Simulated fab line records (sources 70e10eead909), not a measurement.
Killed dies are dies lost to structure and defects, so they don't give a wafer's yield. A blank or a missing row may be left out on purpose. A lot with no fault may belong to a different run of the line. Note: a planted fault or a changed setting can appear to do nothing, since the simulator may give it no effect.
Check of tool commonality :: flow nand_harc :: 12 lots and 36 wafers in the sample

== WHY THIS WAS OPENED ==
At NHARC_A_BLC_OVL_MEAS_11 the reading overlay_x_nm is flagged on 2 of 12 lots. Wafers without a fault read 0.2 nm, standard deviation 1.
Rule: a lot is flagged in two cases, either no wafer of it has a number, or all its wafers with numbers fall more than 4 standard deviations from that mean. The rest of the lots are taken to be sound.

lot: L771
measured: day 22 13:09
on: overlay-02
overlay_x_nm (nm), wafer by wafer: 1.2 1.5 1.2
flag: 

lot: L772
measured: day 22 16:55
on: overlay-01
overlay_x_nm (nm), wafer by wafer: -0.4 -0.5 -0.4
flag: 

lot: L778
measured: day 25 05:55
on: overlay-01
overlay_x_nm (nm), wafer by wafer: 13.9 13.7 13.9
flag: FLAGGED

lot: L781
measured: day 26 23:14
on: overlay-02
overlay_x_nm (nm), wafer by wafer: -0.8 -0.8 -0.5
flag: 

lot: L783
measured: day 28 11:46
on: overlay-01
overlay_x_nm (nm), wafer by wafer: 11.9 11.6 11.8
flag: FLAGGED

lot: L786
measured: day 28 15:33
on: overlay-01
overlay_x_nm (nm), wafer by wafer: 0.2 -0.2 0.4
flag: 

lot: L784
measured: day 28 16:04
on: overlay-01
overlay_x_nm (nm), wafer by wafer: 1.2 0.8 0.8
flag: 

lot: L785
measured: day 28 22:19
on: overlay-02
overlay_x_nm (nm), wafer by wafer: 0.4 0.6 0.3
flag: 

lot: L792
measured: day 30 20:23
on: overlay-02
overlay_x_nm (nm), wafer by wafer: -0.4 -0.3 -1.1
flag: 

lot: L791
measured: day 31 01:21
on: overlay-02
overlay_x_nm (nm), wafer by wafer: -0.6 -0.5 -0.8
flag: 

lot: L793
measured: day 31 12:45
on: overlay-01
overlay_x_nm (nm), wafer by wafer: -0.6 -0.4 0.7
flag: 

lot: L794
measured: day 32 03:14
on: overlay-01
overlay_x_nm (nm), wafer by wafer: 0.9 1.6 1.4
flag: 
The mean of the flagged lots' numbers is 12.8 nm, +12.6 nm from the usual (+13 standard deviations).

== WHICH TOOL RAN EACH LOT ==
Before the reading, the record contains 2 process steps out of a 1302-step route. Every cell lists first the tool, next ch and the chambers used by the sampled wafers, and last the start.
lot: L771
flag: 
NHARC_A_CONTACT_ALD_18: ald_metal-02 ch 1,2,3, day 22 11:04
NHARC_A_BLC_EXPOSE_07: arfi_scanner-02 ch 0, day 22 12:55

lot: L772
flag: 
NHARC_A_CONTACT_ALD_18: ald_metal-02 ch 0,1, day 22 14:51
NHARC_A_BLC_EXPOSE_07: arfi_scanner-03 ch 0, day 22 16:41

lot: L778
flag: FLAGGED
NHARC_A_CONTACT_ALD_18: ald_metal-03 ch 1,3, day 25 03:05
NHARC_A_BLC_EXPOSE_07: arfi_scanner-03 ch 0, day 25 05:41

lot: L781
flag: 
NHARC_A_CONTACT_ALD_18: ald_metal-02 ch 0,1,3, day 26 21:17
NHARC_A_BLC_EXPOSE_07: arfi_scanner-02 ch 0, day 26 22:59

lot: L783
flag: FLAGGED
NHARC_A_CONTACT_ALD_18: ald_metal-02 ch 0,2, day 28 09:38
NHARC_A_BLC_EXPOSE_07: arfi_scanner-03 ch 0, day 28 11:32

lot: L786
flag: 
NHARC_A_CONTACT_ALD_18: ald_metal-03 ch 0,1, day 28 13:26
NHARC_A_BLC_EXPOSE_07: arfi_scanner-02 ch 0, day 28 15:20

lot: L784
flag: 
NHARC_A_CONTACT_ALD_18: ald_metal-03 ch 1,2, day 28 13:55
NHARC_A_BLC_EXPOSE_07: arfi_scanner-02 ch 0, day 28 15:51

lot: L785
flag: 
NHARC_A_CONTACT_ALD_18: ald_metal-02 ch 1,2,3, day 28 20:17
NHARC_A_BLC_EXPOSE_07: arfi_scanner-02 ch 0, day 28 22:05

lot: L792
flag: 
NHARC_A_CONTACT_ALD_18: ald_metal-03 ch 0,2,3, day 30 18:18
NHARC_A_BLC_EXPOSE_07: arfi_scanner-02 ch 0, day 30 20:10

lot: L791
flag: 
NHARC_A_CONTACT_ALD_18: ald_metal-04 ch 0,2,3, day 30 23:13
NHARC_A_BLC_EXPOSE_07: arfi_scanner-02 ch 0, day 31 01:08

lot: L793
flag: 
NHARC_A_CONTACT_ALD_18: ald_metal-03 ch 0,3, day 31 09:55
NHARC_A_BLC_EXPOSE_07: arfi_scanner-01 ch 0, day 31 12:32

lot: L794
flag: 
NHARC_A_CONTACT_ALD_18: ald_metal-02 ch 0,1,3, day 32 01:16
NHARC_A_BLC_EXPOSE_07: arfi_scanner-01 ch 0, day 32 03:01
These steps, and what they do:
- NHARC_A_CONTACT_ALD_18: deposits TiN, target thk 3 nm, pulse time 1 s, ald cycles 150.
- NHARC_A_BLC_EXPOSE_07: exposes mask A BLC, target cd 100 nm.
- NHARC_A_BLC_OVL_MEAS_11

== FLAGGED OVER TOTAL, TOOL BY TOOL (the gauges that took the reading come last) ==
step: NHARC_A_CONTACT_ALD_18
tool: ald_metal-02
lots run: 6
flagged: 1
share of the flagged lots: some
sound lots run after its first flagged lot: 2 (L785,L794)

step: NHARC_A_CONTACT_ALD_18
tool: ald_metal-03
lots run: 5
flagged: 1
share of the flagged lots: some
sound lots run after its first flagged lot: 4 (L786,L784,L792,L793)

step: NHARC_A_CONTACT_ALD_18
tool: ald_metal-04
lots run: 1
flagged: 0
share of the flagged lots: none
sound lots run after its first flagged lot: -

step: NHARC_A_BLC_EXPOSE_07
tool: arfi_scanner-01
lots run: 2
flagged: 0
share of the flagged lots: none
sound lots run after its first flagged lot: -

step: NHARC_A_BLC_EXPOSE_07
tool: arfi_scanner-02
lots run: 7
flagged: 0
share of the flagged lots: none
sound lots run after its first flagged lot: -

step: NHARC_A_BLC_EXPOSE_07
tool: arfi_scanner-03
lots run: 3
flagged: 2
share of the flagged lots: all
sound lots run after its first flagged lot: 0

step: NHARC_A_BLC_OVL_MEAS_11
tool: overlay-01
lots run: 7
flagged: 2
share of the flagged lots: all
sound lots run after its first flagged lot: 4 (L786,L784,L793,L794)

step: NHARC_A_BLC_OVL_MEAS_11
tool: overlay-02
lots run: 5
flagged: 0
share of the flagged lots: none
sound lots run after its first flagged lot: -

== THE TABLE: WHAT IT ALLOWS ==
arfi_scanner-03 at NHARC_A_BLC_EXPOSE_07 and overlay-01 at NHARC_A_BLC_OVL_MEAS_11 are the 2 rows of the table that ran each flagged lot.
- arfi_scanner-03 at NHARC_A_BLC_EXPOSE_07 ran 3 lots, 2 of them flagged. Its last sound lot is L772 (day 22 16:41), its first flagged lot L778 (day 25 05:41): a fault that began between those two fits.
- overlay-01 at NHARC_A_BLC_OVL_MEAS_11 ran 7 lots, 2 of them flagged. Sound lots followed the first flagged one (L786, L784, L793, L794) on it, something a lasting fault affecting the whole tool could not allow.
Just one tool remains: arfi_scanner-03 at NHARC_A_BLC_EXPOSE_07.

== WHAT THE SIMULATOR HAD INSERTED ==
Scanner matching overlay: arfi_scanner-03, from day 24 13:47 on, at NHARC_A_BLC_EXPOSE_07. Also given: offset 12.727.
Shown lots that were struck: L778, L783. The rule above reached the same finding.
